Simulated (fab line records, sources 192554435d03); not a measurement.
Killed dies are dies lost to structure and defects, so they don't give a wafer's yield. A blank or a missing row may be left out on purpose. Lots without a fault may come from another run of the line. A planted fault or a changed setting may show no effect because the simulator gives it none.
One fault seen from 2 desks | flow n5_finfet | each desk has only its own numbers; what lay behind them comes last

THE TOOL OWNER'S DESK: pvd_sputter-01
The tool's own readings at N5_BEOL_M11_DEGAS_44 (time 60 s): means of the sampled wafers that have a number, for each lot that ran on this tool. A lot is out of limits, marked OUT, if its mean lies more than 4 standard deviations from the usual mean; the brackets give that distance.
Columns: A = heater_power_w at N5_BEOL_M11_DEGAS_44, usual 329 W; B = susceptor_temp_C at N5_BEOL_M11_DEGAS_44, usual 249.99 C
lot  | first seen here | A   | B
L782 | day 10 00:16    | 309 | 249.92
L781 | day 10 09:22    | 336 | 250.07
L784 | day 10 20:34    | 342 | 249.93
L783 | day 10 23:24    | 347 | 253.12 (+18) OUT
L786 | day 11 06:07    | 328 | 253.08 (+18) OUT
L800 | day 14 19:22    | 332 | 249.89
This desk's finding: out of limits on L783, L786; first on L783, day 10 23:24 (susceptor_temp_C at N5_BEOL_M11_DEGAS_44). In limits: L782, L781, L784, L800.

THE METROLOGY DESK
What the gauges read, lot by lot, whatever tool the lot ran on: means of the sampled wafers that have a number. A lot is out of limits, marked OUT, if its mean lies more than 4 standard deviations from the usual mean; the brackets give that distance.
Columns: A = cd_nm at N5_BEOL_M11_CD_MEAS_18, usual 70.0 nm
lot  | first seen here | A
L782 | day 9 22:11     | 70.3
L781 | day 10 06:08    | 70.3
L784 | day 10 18:59    | 69.7
L783 | day 10 19:09    | 69.7
L786 | day 11 03:07    | 69.0
L796 | day 14 07:40    | 69.9
L798 | day 14 11:55    | 69.3
L797 | day 14 12:04    | 70.6
L800 | day 14 15:11    | 70.8
L799 | day 14 19:47    | 70.3
L803 | day 16 00:04    | 70.2
L804 | day 16 13:21    | 69.8
This desk's finding: nothing out of limits on any of the 12 lots.

PUT TOGETHER
The tool owner's desk could have raised an alarm at day 10 23:24, on L783, L786.
The metrology desk saw nothing out of limits.
The metrology desk has L783, L786 on record, within its limits.
Of the lots named, all ran N5_BEOL_M11_DEGAS_44 on pvd_sputter-01.

WHAT THE SIMULATOR HAD PUT IN
Process parameter drift: pvd_sputter-01, from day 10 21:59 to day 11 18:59, at N5_BEOL_M11_DEGAS_44. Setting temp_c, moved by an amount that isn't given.
Lots struck among those shown: L783, L786.
Hours from the fault's start to each desk's first reading out of limits: the tool owner's desk, 1.
